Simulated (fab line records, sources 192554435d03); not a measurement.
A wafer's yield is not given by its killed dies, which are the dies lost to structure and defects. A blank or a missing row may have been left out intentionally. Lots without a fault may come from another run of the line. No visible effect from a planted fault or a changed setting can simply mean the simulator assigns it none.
Chamber matching	flow n5-finfet	pecvd-04 running N5_BEOL_M14_DEP_53: 3 sister chambers
The step deposits SiCN from 3MS/NH3, target thk 50 nm, time 17.8 s. 6 wafers are shown with their chamber, then 10 later ones without.

== EACH WAFER AND ITS CHAMBER ==
wafer	chamber	throttle-valve-pct (%)	showerhead-plenum-p-Torr (Torr)
L083.2	0	18.8	4.183
L083.4	0	18.7	4.192
L091.1	2	18.5	4.175
L091.5	1	16.1	4.120
L092.3	1	16.1	4.119
L092.4	2	18.6	4.145

== WAFERS WITH NO CHAMBER GIVEN ==
wafer	throttle-valve-pct (%)	showerhead-plenum-p-Torr (Torr)
L092.5	18.7	4.181
L095.2	18.5	4.159
L095.5	18.6	4.183
L095.6	18.6	4.171
L096.2	18.5	4.165
L096.3	18.7	4.158
L096.5	18.7	4.180
L097.3	18.5	4.169
L097.5	18.5	4.151
L097.6	18.7	4.186

== THE CHAMBER EACH PASSED THROUGH ==
wafer	from the rows above	in truth
L092.5	0	0
L095.2	2	2
L095.5	can't be placed: 2 or 0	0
L095.6	can't be placed: 2 or 0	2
L096.2	2	2
L096.3	can't be placed: 0 or 2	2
L096.5	can't be placed: 0 or 2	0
L097.3	2	2
L097.5	2	2
L097.6	0	0
6 of 10 placed correctly. Unplaceable from these rows: 4, with the true chamber sitting among the candidates in 4. 0 placed wrongly.
How it was worked out, from the rows above alone: a wafer's distance from a chamber is the root of the sum, over the readings, of the square of ((its reading less the chamber's mean) divided by the reading's scatter). If the next closest chamber is less than 2 further off than the closest, the wafer can't be placed; otherwise it belongs to the closest. For every chamber, the mean is computed from those of its wafers that are shown. The scatter: the root of (the sum of the squares of (reading less its chamber's mean) over the shown wafers, divided by (wafers less chambers)).
